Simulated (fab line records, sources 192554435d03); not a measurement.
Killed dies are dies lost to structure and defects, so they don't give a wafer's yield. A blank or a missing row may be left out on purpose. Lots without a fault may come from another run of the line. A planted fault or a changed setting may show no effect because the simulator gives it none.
A struck lot beside a sound one | flow n5_finfet | 44 steps out of a route of 1938
Sound: wafers L138.2, L138.4, L138.6. Struck: wafer L137.5. (L137.6 of the same lot was not struck and is left out.) The cause comes at the end.
At each step with rows: each side's tool, then ch and its chambers, then its first start. Under that, the readings that differ: sound wafers | struck wafers | difference of the means | sigmas: that difference in standard deviations of wafers without a fault.
alike: readings whose means differ by less than 2 such deviations, and words and numbers that are the same on both sides. not compared: withheld readings, readings that some wafer has no value for, bounds like >300 that may hide the same value, and numbers for which the record gives no deviation and whose values overlap.
The two part at a step that has a row with sigmas, a row that says differs or no value, or rows on one side only. Numbers that don't overlap but have no deviation are shown without sigmas and don't part them. A reading that every wafer of one side lacks parts them only if that side has two wafers or more.

first, 3 steps without rows for these wafers: N5_BEOL_M2_ANNEAL_95 (time 240 s); N5_BEOL_M2_SPUTTER_96 (material Cu, target thk 4.5 nm, time 8.29 s); N5_BEOL_M2_ECD_50 (material Cu, target thk 300 nm).
N5_BEOL_M2_ANNEAL_51: time 90 s.
  sound on rtp_anneal-02 ch 0, day 12 19:38; struck on rtp_anneal-01 ch 0, day 12 18:06
  alike: anneal_temp_c_max, wafer_temp_C_max
then, 1 step without rows for these wafers: N5_BEOL_M2_CMP_52 (polishes, stops on SiOC, t overpolish 6.8 s, target thk 40 nm).
N5_BEOL_M2_THK_MEAS_53: measures by xrf.
  sound on film_metro-02, day 12 20:11; struck on film_metro-02, day 12 18:31
  reading     | sound          | struck | difference | sigmas
  M2_THK (nm) | 37.1 39.5 38.7 | 41.8   | +3.4       | +2
then, 1 step without rows for these wafers: N5_BEOL_M2_PRE_CLEAN_60 (time 15 s).
N5_BEOL_M2_CO_CAP_55: material Co, precursor CCTBA/H2, target thk 2 nm, time 102.1 s.
  sound on cvd_co-01 ch 0,1,2, day 12 20:16; struck on cvd_co-02 ch 0, day 12 18:38
  alike: heater_power_w
  not compared: since_wet_clean_h
then, 1 step without rows for these wafers: N5_BEOL_M2_PRE_CLEAN_56 (time 15 s).
N5_BEOL_M2_DEP_57: deposits SiCN from 3MS/NH3, target thk 8 nm, time 14 s.
  sound on pecvd-01 ch 0,1,2, day 12 20:22; struck on pecvd-01 ch 0, day 12 18:44
  alike: showerhead_plenum_p_Torr, throttle_valve_pct
  not compared: since_wet_clean_h
N5_BEOL_M2_RS_MEAS_58: measures by four-point-probe.
  sound on film_metro-02, day 12 20:26; struck on film_metro-01, day 12 18:47
  reading        | sound          | struck | difference | sigmas
  M2_RS (ohm/sq) | 0.75 0.69 0.70 | 0.64   | -0.07      | -2
N5_BEOL_M2_INSPECT_59: inspects for defects (darkfield).
  sound on defect_inspect-02, day 12 20:28; struck on defect_inspect-01, day 12 18:49
  alike: raw_defect_count
N5_BEOL_M3_ILD_DEP_00: deposits SiOC from DEMS/O2, target thk 79 nm, time 15.3 s.
  sound on pecvd-04 ch 0,1,2, day 12 20:30; struck on pecvd-03 ch 2, day 12 18:52
  reading                                      | sound          | struck | difference | sigmas
  model.SiOC_of_BEOL_M3_ILD_DEP_00.thk_nm (nm) | 79.2 79.4 80.6 | 46.4   | -33.3      |
  alike: heater_power_w, showerhead_plenum_p_Torr, throttle_valve_pct
  not compared: since_wet_clean_h
N5_BEOL_M3_THK_MEAS_01:
  sound on film_metro-01, day 12 20:34; struck on film_metro-02, day 12 18:55
  reading         | sound          | struck | difference | sigmas
  M3_ILD_THK (nm) | 79.1 79.3 80.6 | 46.4   | -33.3      | -33
then, 1 step without rows for these wafers: N5_BEOL_M3_PECVD_72 (deposits SiO2 from TEOS/O2, target thk 16 nm, time 18 s).
N5_BEOL_M3_HM_DEP_02: deposits TiN, target thk 20 nm.
  sound on pvd_sputter-03, day 12 21:53; struck on pvd_sputter-03, day 12 19:25
  alike: throttle_valve_pct
then, 9 steps without rows for these wafers: N5_BEOL_M3_COAT_61 (time 60 s, resist thk 60 nm); N5_BEOL_M3_COAT_62 (time 60 s, resist thk 12 nm); N5_BEOL_M3_COAT_73 (time 60 s, resist thk 5 nm); N5_BEOL_M3_COAT_05 (resist thk 30 nm); N5_BEOL_M3_EBR_07; N5_BEOL_M3_SOFTBAKE_06 (time 60 s); N5_BEOL_M3_EXPOSE_08 (exposes mask M3); N5_BEOL_M3_PEB_09 (peb time 60 s); N5_BEOL_M3_DEVELOP_10 (develop time 30 s).
N5_BEOL_M3_CD_MEAS_11: target cd 17.05 nm.
  sound on cd_sem-03 ch 0, day 12 22:17; struck on cd_sem-02 ch 0, day 12 19:46
  alike: cd_nm
N5_BEOL_M3_OVL_MEAS_12:
  sound on overlay-02 ch 0, day 12 22:19; struck on overlay-01 ch 0, day 12 19:49
  alike: M3_OVL
N5_BEOL_M3_INSPECT_13: inspects for defects (brightfield).
  sound on defect_inspect-02, day 12 22:22; struck on defect_inspect-02, day 12 19:51
  alike: raw_defect_count
then, 6 steps without rows for these wafers: N5_BEOL_M3_DESCUM_16 (chemistry O2, time 7 s); N5_BEOL_M3_ETCH_74 (etches underlayer in N2/H2, target depth 6.5 nm, time 5.2 s); N5_BEOL_M3_ETCH_63 (etches SiARC in CF4, target depth 15.6 nm, time 26 s); N5_BEOL_M3_ETCH_64 (etches SOC in N2/H2, target depth 75 nm, overetch 15 nm, time 112.5 s); N5_BEOL_M3_STRIP_65 (strips in N2/H2); N5_BEOL_M3_STRIP_75 (strips in N2/H2).
N5_BEOL_M3_STRIP_66: strips in CF4.
  sound on rie_diel-01 ch 0,1,2, day 12 22:37; struck on rie_diel-02 ch 3, day 12 20:06
  alike: drypump_motor_current_A, oes_product_au, rf_vpp_V, showerhead_plenum_p_Torr, throttle_valve_pct
  not compared: rf_hours_counter_h
then, 2 steps without rows for these wafers: N5_BEOL_M3_HM_OPEN_17 (chemistry Cl2/BCl3, target TiN, target depth 20 nm, overetch 6 nm); N5_BEOL_M3_STRIP_19 (strips in O2).
N5_BEOL_M3_CD_MEAS_18: pitch 36 nm, target cd 18 nm.
  sound on cd_sem-01, day 12 22:50; struck on cd_sem-01, day 12 20:19
  alike: cd_nm
then, 4 steps without rows for these wafers: N5_BEOL_M3_COAT_67 (time 60 s, resist thk 60 nm); N5_BEOL_M3_COAT_68 (time 60 s, resist thk 12 nm); N5_BEOL_M3_COAT_76 (time 60 s, resist thk 5 nm); N5_BEOL_M3_COAT_22 (resist thk 30 nm).
N5_BEOL_M3_CMP_52: polishes, stops on SiOC, t overpolish 6.8 s, target thk 40 nm.
  sound on cmp-02 ch 0,2, day 13 07:40; struck on cmp-03 ch 1, day 13 03:58
  reading                                      | sound          | struck | difference | sigmas
  model.SiOC_of_BEOL_M3_ILD_DEP_00.thk_nm (nm) | 76.2 76.4 77.6 | 43.4   | -33.3      |
  model.Cu_of_BEOL_M3_ECD_50.thk_nm (nm)       | 40 40.8 40.6   | 7.8    | -32.7      |
  alike: motor_current_A
N5_BEOL_M4_RC_MEAS_101:
  the record has rows for the sound wafers here (prober-01 ch 0, day 13 22:11) and none for the struck ones

WHERE THEY PART
First at N5_BEOL_M2_THK_MEAS_53; last, within this record, at N5_BEOL_M4_RC_MEAS_101.

WHY: what the simulator had put in
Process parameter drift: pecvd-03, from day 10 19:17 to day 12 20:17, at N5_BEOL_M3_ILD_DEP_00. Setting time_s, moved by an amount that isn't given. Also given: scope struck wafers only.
